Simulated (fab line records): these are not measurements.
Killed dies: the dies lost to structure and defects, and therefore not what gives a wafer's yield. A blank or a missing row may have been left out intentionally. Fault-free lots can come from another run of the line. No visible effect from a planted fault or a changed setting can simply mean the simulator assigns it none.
Chamber matching ; flow n5-finfet ; N5_BEOL_M5_ILD_DEP_00 on pecvd-03: 3 sister chambers
The step deposits SiCOH lowk from DEMS/porogen, target thk 140.64 nm, time 25.9 s. 6 wafers are shown with their chamber, then 7 later ones without.

WAFERS PAIRED WITH THEIR CHAMBERS
wafer;chamber;heater-power-w (W);throttle-valve-pct (%)
L904.3;1;269;14.1
L909.1;2;339;13.4
L909.2;0;229;14.0
L909.6;1;257;14.6
L914.3;2;344;13.2
L914.5;0;191;14.1

WAFERS WHOSE CHAMBER IS MISSING
wafer;heater-power-w (W);throttle-valve-pct (%)
L914.6;219;14.5
L917.1;381;13.5
L917.3;207;14.0
L917.6;306;13.3
L919.2;313;13.6
L919.3;225;14.7
L919.6;231;14.1

WHICH CHAMBER EACH WENT THROUGH
wafer;from the rows above;in truth
L914.6;can't be placed: 0 or 1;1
L917.1;2;2
L917.3;0;0
L917.6;2;2
L919.2;2;2
L919.3;can't be placed: 1 or 0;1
L919.6;can't be placed: 0 or 1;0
Correctly placed: 4 of 7. From these rows, 3 cannot be placed; in 3 the true chamber is one of the candidates. 0 placed wrongly.
How it was worked out, from the rows above alone: a wafer's distance from a chamber is the root of the sum, over the readings, of the square of ((its reading less the chamber's mean) divided by the reading's scatter). The wafer belongs to the nearest chamber; if the next one is less than 2 further off, it can't be placed. Each chamber's mean is taken over the wafers shown for it. The scatter is the square root of a quotient: the sum, over the shown wafers, of each reading's squared deviation from its chamber's mean, divided by wafers minus chambers.
